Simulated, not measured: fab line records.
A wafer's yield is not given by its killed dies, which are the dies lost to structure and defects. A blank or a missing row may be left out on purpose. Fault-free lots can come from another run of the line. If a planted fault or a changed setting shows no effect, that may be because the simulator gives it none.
Chamber matching	flow n5Finfet	4 sister chambers for N5_BEOL_M6_DESCUM_16 on rieDiel-05
The step chemistry O2, time 7.9 s. 8 wafers are shown with their chamber, then 11 later ones without.

== WAFERS WITH THEIR CHAMBER ==
wafer	chamber	drypumpMotorCurrentA (A)	throttleValvePct (%)
L077.6	3	5.58	20.34
L083.2	3	5.60	20.35
L089.1	2	5.91	20.37
L089.6	2	5.94	20.38
L090.4	0	5.12	20.82
L092.4	0	5.11	20.84
L092.5	1	5.57	20.46
L091.2	1	5.56	20.46

== WAFERS WITHOUT THEIR CHAMBER ==
wafer	drypumpMotorCurrentA (A)	throttleValvePct (%)
L091.4	5.55	20.46
L091.6	5.59	20.39
L095.1	5.61	20.40
L095.4	5.60	20.42
L095.5	5.10	20.85
L097.1	5.59	20.41
L097.4	5.53	20.47
L097.6	5.55	20.46
L096.1	5.88	20.02
L096.4	5.53	20.47
L096.6	5.55	20.46

== WHICH CHAMBER EACH ONE RAN IN ==
wafer	from the rows above	in truth
L091.4	1	1
L091.6	3	3
L095.1	can't be placed: 3 or 1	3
L095.4	1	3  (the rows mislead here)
L095.5	0	0
L097.1	can't be placed: 1 or 3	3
L097.4	1	1
L097.6	1	1
L096.1	can't be placed: 2 or 3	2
L096.4	1	1
L096.6	1	1
Correctly placed: 7 of 11. Not placeable from these rows: 3 (in 3, the candidates include the true chamber). Placed wrongly: 1.
How it was worked out, from the rows above alone: a wafer's distance from a chamber is the root of the sum, over the readings, of the square of ((its reading less the chamber's mean) divided by the reading's scatter). The wafer belongs to the nearest chamber; if the next one is less than 2 further off, it can't be placed. For every chamber, the mean is computed from those of its wafers that are shown. The scatter: the root of (the sum of the squares of (reading less its chamber's mean) over the shown wafers, divided by (wafers less chambers)).
